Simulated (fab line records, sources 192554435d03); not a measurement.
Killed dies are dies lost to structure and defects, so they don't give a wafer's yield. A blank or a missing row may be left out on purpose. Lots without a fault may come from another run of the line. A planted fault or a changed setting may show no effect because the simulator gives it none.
Which tool did it? | flow n5_finfet | 9 lots, 27 wafers sampled, at 6 steps of a route of 1938

WHAT THE GAUGES READ, wafer by wafer
N5_FIN_SAQP_OCD_MEAS_76. Usual: trench_depth_nm 119 nm, standard deviation 3.2.
lot  | measured    | on     | trench_depth_nm (nm) | flag
L873 | day 2 15:40 | ocd-01 | 126 123 121          |
L874 | day 2 23:29 | ocd-01 | 121 114 118          |
L875 | day 3 02:52 | ocd-02 | 118 124 123          |
L876 | day 3 09:22 | ocd-01 | 120 117 117          |
L879 | day 4 02:26 | ocd-01 | 114 118 116          |
L880 | day 4 09:17 | ocd-02 | 122 120 115          |
L884 | day 5 08:23 | ocd-01 | 124 121 124          |
L885 | day 5 16:25 | ocd-02 | 121 122 123          |
L886 | day 5 21:44 | ocd-01 | 119 120 118          |

N5_STI_FIN_REVEAL_THK_MEAS_05. Usual: thk_nm 131.5 nm, standard deviation 1.4.
lot  | measured    | on            | thk_nm (nm)       | flag
L873 | day 2 22:37 | film_metro-01 | 131.9 129.8 130.8 |
L874 | day 3 07:26 | film_metro-02 | 131.3 129.7 130.6 |
L875 | day 3 10:46 | film_metro-02 | 131.0 130.8 128.5 |
L876 | day 3 16:24 | film_metro-01 | 133.6 132.9 132.9 |
L879 | day 4 09:52 | film_metro-01 | 129.3 132.4 129.7 |
L880 | day 4 16:07 | film_metro-02 | 130.1 130.7 132.4 |
L884 | day 5 15:11 | film_metro-01 | 129.4 132.5 132.4 |
L885 | day 6 01:11 | film_metro-02 | 132.1 133.6 131.9 |
L886 | day 6 04:46 | film_metro-01 | 135.1 133.3 133.5 |

N5_DUMMY_GATE_INSPECT_17: inspects for defects (brightfield). Usual: raw_defect_count 178, standard deviation 47.
lot  | measured    | on                | raw_defect_count | flag
L873 | day 3 10:47 | defect_inspect-01 | 146 160 218      |
L874 | day 3 19:41 | defect_inspect-01 | 157 182 117      |
L875 | day 3 22:46 | defect_inspect-01 | 210 130 228      |
L876 | day 4 04:29 | defect_inspect-01 | 122 192 137      |
L879 | day 5 00:19 | defect_inspect-02 | 162 279 195      |
L880 | day 5 04:18 | defect_inspect-02 | 177 202 295      |
L884 | day 6 04:40 | defect_inspect-01 | 147 112 157      |
L885 | day 6 13:11 | defect_inspect-01 | 139 153 144      |
L886 | day 6 17:01 | defect_inspect-02 | 153 216 173      |

N5_BEOL_M4_RC_MEAS_101. Usual: DIBL_N 36.7 mV/V, standard deviation 2.4; DIBL_P 37.4 mV/V, standard deviation 2.9; IOFF_N 0.18 nA/um, standard deviation 0.05; IOFF_P 0.23 nA/um, standard deviation 0.058; ION_N 683 uA/um, standard deviation 16; ION_P 467 uA/um, standard deviation 11; SS_N 71.7 mV/dec, standard deviation 0.77; SS_P 73.5 mV/dec, standard deviation 0.87; VT_N 249 mV, standard deviation 4.3; VT_P -250 mV, standard deviation 4.4.
lot  | measured     | on        | DIBL_N (mV/V)  | DIBL_P (mV/V)  | IOFF_N (nA/um) | IOFF_P (nA/um) | ION_N (uA/um) | ION_P (uA/um) | SS_N (mV/dec)  | SS_P (mV/dec)  | VT_N (mV)   | VT_P (mV)      | flag
L873 | day 8 05:15  | prober-01 | 40.3 39.0 38.0 | 40.8 38.0 38.5 | 0.21 0.17 0.17 | 0.26 0.21 0.23 | 705 685 665   | 477 461 456   | 72.5 72.2 71.6 | 74.6 73.5 73.4 | 248 250 250 | -248 -254 -252 |
L874 | day 8 13:13  | prober-02 | 44.2 35.3 38.9 | 45.7 36.6 40.1 | 0.35 0.15 0.20 | 0.40 0.23 0.28 | 696 685 669   | 473 471 463   | 73.9 71.3 72.6 | 76.2 73.1 73.9 | 242 251 247 | -242 -250 -247 |
L875 | day 8 22:30  | prober-01 | 37.9 33.1 34.5 | 36.9 32.0 32.7 | 0.17 0.11 0.12 | 0.20 0.14 0.14 | 657 679 660   | 450 458 447   | 72.0 71.3 70.7 | 73.5 71.7 72.0 | 251 252 257 | -251 -257 -256 |
L876 | day 9 03:58  | prober-01 | 36.8 39.4 35.4 | 38.4 42.4 37.2 | 0.15 0.25 0.14 | 0.23 0.32 0.21 | 665 709 668   | 467 489 464   | 71.2 73.4 71.2 | 74.1 74.4 74.1 | 253 245 254 | -250 -246 -254 |
L879 | day 9 17:10  | prober-01 | 39.1 35.8 39.2 | 37.9 35.5 39.8 | 0.23 0.16 0.24 | 0.31 0.25 0.35 | 676 682 699   | 473 475 477   | 73.1 71.4 71.8 | 73.8 73.0 74.4 | 245 250 244 | -244 -248 -241 |
L880 | day 10 00:06 | prober-01 | 38.4 38.5 37.4 | 38.5 38.8 36.5 | 0.19 0.21 0.18 | 0.28 0.29 0.26 | 692 703 680   | 482 484 470   | 72.2 72.1 72.1 | 74.2 73.7 73.5 | 249 245 245 | -246 -246 -246 |
L884 | day 11 04:23 | prober-01 | 39.9 40.1 38.0 | 40.6 41.1 40.3 | 0.24 0.24 0.19 | 0.30 0.30 0.28 | 686 701 673   | 472 468 465   | 72.7 73.2 71.8 | 74.0 74.5 74.7 | 245 249 247 | -245 -246 -243 |
L885 | day 11 11:25 | prober-02 | 40.2 36.4 40.9 | 40.8 36.5 42.7 | 0.23 0.16 0.29 | 0.29 0.22 0.33 | 690 691 711   | 473 476 480   | 73.1 71.3 72.8 | 74.3 72.9 74.5 | 243 247 238 | -246 -249 -242 |
L886 | day 11 11:47 | prober-01 | 35.1 35.5 36.0 | 35.5 35.2 37.2 | 0.17 0.16 0.18 | 0.21 0.20 0.22 | 667 662 672   | 459 451 461   | 71.8 71.6 72.4 | 73.4 72.3 73.4 | 250 251 250 | -249 -251 -250 |

WHICH TOOL RAN EACH LOT (tool, then ch and the chambers of the sampled wafers, then the start)
lot  | N5_DUMMY_GATE_CVD_03                     | N5_DUMMY_GATE_CMP_04
L873 | lpcvd-02 ch 0/15,0/20,0/29, day 3 02:24  | cmp-01 ch 0,1,2, day 3 06:08
L874 | lpcvd-01 ch 0/15,0/20,0/34, day 3 11:17  | cmp-04 ch 0,1,2, day 3 15:04
L875 | lpcvd-02 ch 1/20,1/25,1/34, day 3 14:22  | cmp-01 ch 1,3, day 3 18:08
L876 | lpcvd-01 ch 1/114,1/90,1/95, day 3 20:00 | cmp-03 ch 1,2,3, day 3 23:44
L879 | lpcvd-01 ch 1/114,1/90,1/95, day 4 13:59 | cmp-03 ch 0,3, day 4 17:44
L880 | lpcvd-01 ch 1/15,1/20,1/34, day 4 19:55  | cmp-04 ch 0,3, day 4 23:40
L884 | lpcvd-01 ch 1/15,1/29,1/34, day 5 20:10  | cmp-03 ch 0,1,2, day 5 23:55
L885 | lpcvd-02 ch 1/40,1/50,1/64, day 6 04:42  | cmp-03 ch 0,1,2, day 6 08:26
L886 | lpcvd-01 ch 1/75,1/79,1/89, day 6 08:28  | cmp-04 ch 0,1,2, day 6 12:15
- N5_DUMMY_GATE_CVD_03: deposits a-Si from SiH4, target thk 150 nm, time 8042 s.
- N5_DUMMY_GATE_CMP_04: polishes a-Si.

WHAT THE TOOLS THEMSELVES READ (means of the sampled wafers that have a number; where no wafer has one, the mark that the record gives instead)
N5_DUMMY_GATE_CVD_03. Usual: spike_tc_bottom_C 553 C, standard deviation 4.1; spike_tc_centre_C 531.5 C, standard deviation 0.72; spike_tc_lower_C 529.5 C, standard deviation 0.8; spike_tc_top_C 554.5 C, standard deviation 2.5; spike_tc_upper_C 530.2 C, standard deviation 0.66; susceptor_temp_C 529.98 C, standard deviation 0.11; zone_power_lower_pct 7.3 %, standard deviation 0.63.
lot  | tool     | spike_tc_bottom_C (C) | spike_tc_centre_C (C) | spike_tc_lower_C (C) | spike_tc_top_C (C) | spike_tc_upper_C (C) | susceptor_temp_C (C) | zone_power_lower_pct (%) | flag
L873 | lpcvd-02 | 551                   | 531.0                 | 528.5                | 558.2              | 530.9                | 530.09               | 7.2                      |
L874 | lpcvd-01 | 547                   | 532.2                 | 529.0                | 557.6              | 529.8                | 529.89               | 6.3                      |
L875 | lpcvd-02 | 552                   | 532.5                 | 529.0                | 551.4              | 529.9                | 530.04               | 8.0                      |
L876 | lpcvd-01 | 557                   | 531.2                 | 530.3                | 553.8              | 530.7                | 529.91               | 7.5                      |
L879 | lpcvd-01 | 557                   | 530.7                 | 530.6                | 553.8              | 530.7                | 530.07               | 7.5                      |
L880 | lpcvd-01 | 557                   | 529.9                 | 530.7                | 553.3              | 531.2                | 529.98               | 7.5                      |
L884 | lpcvd-01 | 579                   | 553.8                 | 552.2                | 574.7              | 552.7                | 552.17               | 8.0                      | OFF
L885 | lpcvd-02 | 553                   | 532.2                 | 529.3                | 551.5              | 529.5                | 529.89               | 8.0                      |
L886 | lpcvd-01 | 579                   | 552.9                 | 552.4                | 574.5              | 553.1                | 552.26               | 8.0                      | OFF

N5_DUMMY_GATE_CMP_04. Usual: motor_current_A 10.6 A, standard deviation 1.7; slurry_flow_ml_min 150.0, standard deviation 0.43; time_to_endpoint_s 12 s, standard deviation 3.2.
lot  | tool   | motor_current_A (A) | slurry_flow_ml_min | time_to_endpoint_s (s) | flag
L873 | cmp-01 | 10.2                | 149.8              | 12                     |
L874 | cmp-04 | 10.2                | 150.1              | 11                     |
L875 | cmp-01 | 8.9                 | 150.2              | 8                      |
L876 | cmp-03 | 11.2                | 150.1              | 8                      |
L879 | cmp-03 | 9.0                 | 150.2              | 14                     |
L880 | cmp-04 | 10.6                | 150.5              | 10                     |
L884 | cmp-03 | 10.9                | 150.1              | 29                     | OFF
L885 | cmp-03 | 11.3                | 150.3              | 11                     |
L886 | cmp-04 | 10.2                | 150.3              | 37                     | OFF

THE ANSWER, worked out from the rows above alone
Rule: a lot is off if the mean of its wafers that have a number lies more than 3 standard deviations from the usual mean. A lot without any number at a reading at which 4 lots or more have one is off too. The other lots that the step has rows for count as sound. The gauges are gone through in route order, then the tools' own readings, and for those a lot's mean is taken as printed above. The first step at which some lot is off is used, and at that step the reading that is off furthest; a lot without a number counts as furthest.
Off: L884, L886, at N5_DUMMY_GATE_CVD_03 (susceptor_temp_C).
A tool fits if, at that step or a process step before it, it ran every lot that is off, and no sound lot after the first of them. One fits: lpcvd-01 at N5_DUMMY_GATE_CVD_03. Its last sound lot is L880 (day 4 19:55), its first lot that is off L884 (day 5 20:10): a fault that began between those two fits.
The tool's own readings at N5_DUMMY_GATE_CVD_03 bear it out: on the lots that are off they differ by more than 5 times the standard deviation of the sound lots' means. spike_tc_bottom_C reads 579 C there against 553 C on the sound lots; spike_tc_centre_C reads 553.3 C there against 531.4 C on the sound lots; spike_tc_lower_C reads 552.3 C there against 529.6 C on the sound lots; spike_tc_top_C reads 574.6 C there against 554.2 C on the sound lots; spike_tc_upper_C reads 552.9 C there against 530.4 C on the sound lots; susceptor_temp_C reads 552.21 C there against 529.98 C on the sound lots.

WHAT THE SIMULATOR HAD PUT IN
Process parameter drift: lpcvd-01, from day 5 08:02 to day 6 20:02, at N5_DUMMY_GATE_CVD_03. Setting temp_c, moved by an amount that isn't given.
Lots struck among those shown: L884, L886. The rule above found the same.
